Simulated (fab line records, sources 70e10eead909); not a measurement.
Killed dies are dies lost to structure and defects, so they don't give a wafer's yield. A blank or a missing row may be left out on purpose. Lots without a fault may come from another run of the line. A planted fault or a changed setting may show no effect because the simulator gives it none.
Chamber matching | flow nand_harc | NHARC_A_CHANNEL_FILL_D1_ALD_14 on ald_hk-01: 4 sister chambers
The step deposits SiO2, target thk 2.5 nm, pulse time 10 s, ald cycles 25. 14 wafers are shown with their chamber, then 7 later ones without.

WAFERS WITH THEIR CHAMBER
wafer  | chamber | heater_power_outer_w (W) | heater_power_w (W) | precursor_pulse_height_rel
L078.1 | 0       | 230                      | 455                | 0.989
L078.4 | 1       | 233                      | 441                | 0.985
L078.6 | 3       | 295                      | 526                | 0.998
L079.1 | 3       | 297                      | 520                | 0.987
L079.4 | 2       | 324                      | 531                | 1.020
L079.6 | 2       | 318                      | 528                | 0.997
L084.1 | 1       | 248                      | 443                | 0.994
L084.5 | 1       | 247                      | 436                | 0.967
L084.6 | 0       | 229                      | 472                | 1.023
L086.1 | 1       | 245                      | 451                | 0.997
L086.2 | 3       | 280                      | 486                | 1.021
L086.3 | 0       | 235                      | 460                | 1.032
L092.1 | 2       | 305                      | 524                | 1.002
L092.4 | 3       | 287                      | 499                | 0.971

SIGNATURES (means of the wafers above)
reading                    | chamber 0 | chamber 1 | chamber 2 | chamber 3 | scatter within a chamber
heater_power_outer_w       | 231.33    | 243.25    | 315.67    | 289.75    | 7.33
heater_power_w             | 462.33    | 442.75    | 527.67    | 507.75    | 11.5
precursor_pulse_height_rel | 1.01467   | 0.98575   | 1.00633   | 0.99425   | 0.0179
Rule: a wafer's distance from a chamber is the root of the sum, over the readings, of the square of ((its reading less the chamber's mean) divided by the reading's scatter). The wafer belongs to the nearest chamber; if the next one is less than 2 further off, it can't be placed. The scatter: the root of (the sum of the squares of (reading less its chamber's mean) over the shown wafers, divided by (wafers less chambers)).

WAFERS WITHOUT THEIR CHAMBER
wafer  | heater_power_outer_w (W) | heater_power_w (W) | precursor_pulse_height_rel
L092.5 | 307                      | 526                | 0.983
L091.3 | 280                      | 505                | 1.002
L091.4 | 313                      | 530                | 1.000
L091.5 | 310                      | 544                | 0.998
L090.2 | 280                      | 491                | 0.961
L090.4 | 232                      | 466                | 1.001
L090.5 | 307                      | 531                | 0.974

WHICH CHAMBER EACH WENT THROUGH
wafer  | from the rows above     | in truth
L092.5 | can't be placed: 2 or 3 | 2
L091.3 | 3                       | 3
L091.4 | 2                       | 2
L091.5 | 2                       | 2
L090.2 | 3                       | 3
L090.4 | can't be placed: 0 or 1 | 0
L090.5 | can't be placed: 2 or 3 | 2
Placed correctly: 4 of 7. Can't be placed from these rows: 3 (the true chamber is among the candidates in 3). Placed wrongly: 0.
